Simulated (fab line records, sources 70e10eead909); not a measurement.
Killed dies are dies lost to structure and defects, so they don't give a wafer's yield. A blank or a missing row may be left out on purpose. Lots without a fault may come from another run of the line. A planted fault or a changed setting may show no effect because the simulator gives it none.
A struck lot beside a sound one | flow nand_harc | 19 steps out of a route of 1302
Sound: wafers L903.1, L903.5, L903.6. Struck: wafer L914.3. (L914.5 of the same lot was not struck and is left out.) The cause comes at the end.
At each step with rows: each side's tool, then ch and its chambers, then its first start. Under that, the readings that differ: sound wafers | struck wafers | difference of the means | sigmas: that difference in standard deviations of wafers without a fault.
alike: readings whose means differ by less than 2 such deviations, and words and numbers that are the same on both sides. not compared: withheld readings, readings that some wafer has no value for, bounds like >300 that may hide the same value, and numbers for which the record gives no deviation and whose values overlap.
The two part at a step that has a row with sigmas, a row that says differs or no value, or rows on one side only. Numbers that don't overlap but have no deviation are shown without sigmas and don't part them. A reading that every wafer of one side lacks parts them only if that side has two wafers or more.

NHARC_P_M1_INSPECT_27:
  sound on defect_inspect-02, day 10 00:18; struck on defect_inspect-02, day 14 15:36
  alike: raw_defect_count
NHARC_P_M1_PRE_CLEAN_32: time 12 s.
  sound on pecvd-04 ch 0,1, day 10 00:23; struck on pecvd-04 ch 1, day 14 15:42
  reading            | sound             | struck | difference | sigmas
  heater_power_w (W) | 573 716 579       | 781    | +158       | +3
  rf_fwd_power_W (W) | 292.2 294.0 291.9 | 294.6  | +1.9       | +2
  alike: susceptor_temp_C
NHARC_P_M1_DEP_33: deposits SiCN, target thk 30 nm.
  sound on pecvd-04 ch 0,1, day 10 00:32; struck on pecvd-04 ch 1, day 14 15:50
  reading            | sound       | struck | difference | sigmas
  heater_power_w (W) | 606 558 595 | 692    | +106       | +2
  alike: rf_fwd_power_W, susceptor_temp_C
then, 8 steps without rows for these wafers: NHARC_P_M2_DEP_00 (deposits SiOC, target thk 182.5 nm); NHARC_P_M2_DEHYDRATE_01 (time 120 s); NHARC_P_M2_HMDS_02 (time 30 s); NHARC_P_M2_COAT_34 (time 65 s); NHARC_P_M2_COAT_03 (resist thk 90 nm); NHARC_P_M2_SOFTBAKE_04 (time 55 s); NHARC_P_M2_EBR_05; NHARC_P_M2_EXPOSE_06 (exposes mask P M2, target cd 170 nm).
NHARC_P_M2_PEB_07: peb time 65 s.
  sound on litho_track-06 ch 0, day 10 01:37; struck on litho_track-06 ch 0, day 14 16:55
  alike: resist_line_temp_C
then, 1 step without rows for these wafers: NHARC_P_M2_DEVELOP_08 (develop time 35 s).
NHARC_P_M2_CD_MEAS_09: target cd 170 nm.
  sound on cd_sem-03 ch 0, day 10 01:42; struck on cd_sem-01 ch 0, day 14 17:00
  alike: cd_nm
NHARC_P_M2_OVL_MEAS_10: pitch 340 nm.
  sound on overlay-01, day 10 01:47; struck on overlay-01, day 14 17:05
  alike: overlay_x_nm, overlay_y_nm
NHARC_P_M2_INSPECT_11:
  sound on defect_inspect-02, day 10 01:49; struck on defect_inspect-02, day 14 17:07
  alike: raw_defect_count
NHARC_P_M2_DESCUM_14: chemistry O2, time 3 s.
  sound on rie_diel-13 ch 1,2,3, day 10 01:54; struck on rie_diel-07 ch 3, day 14 17:12
  reading               | sound             | struck | difference | sigmas
  model.P_M2.cd_nm (nm) | 170.6 170.9 169.9 | 171.3  | +0.8       |
  alike: chamber_pressure_mTorr, drypump_motor_current_A, oes_product_au, rf_vpp_V, showerhead_plenum_p_Torr, throttle_valve_pct
  not compared: rf_hours_counter_h
NHARC_P_M2_ETCH_35: etches the open film in N2/H2, target depth 40 nm, overetch 12 nm, time 43.94 s.
  sound on rie_diel-13 ch 0,1,3, day 10 01:59; struck on rie_diel-07 ch 3, day 14 17:17
  reading             | sound             | struck | difference | sigmas
  h2_flow_sccm (sccm) | 149.7 150.1 150.1 | 150.9  | +0.9       | +2
  alike: chamber_pressure_mTorr, drypump_motor_current_A, oes_product_au, rf_fwd_power_W, rf_vpp_V, showerhead_plenum_p_Torr, throttle_valve_pct
  not compared: rf_hours_counter_h
-- the record jumps here: 18 days lie between the struck wafers' starts before and after (it left off in module P_M2 and takes up again in module END, whose first step shown is number 1302 of the route) --
NHARC_END_SORT_01:
  the record has rows for the struck wafers here (prober-01 ch 0, day 32 19:11) and none for the sound ones

WHERE THEY PART
First at NHARC_P_M1_PRE_CLEAN_32; last, within this record, at NHARC_END_SORT_01.

WHY: what the simulator had put in
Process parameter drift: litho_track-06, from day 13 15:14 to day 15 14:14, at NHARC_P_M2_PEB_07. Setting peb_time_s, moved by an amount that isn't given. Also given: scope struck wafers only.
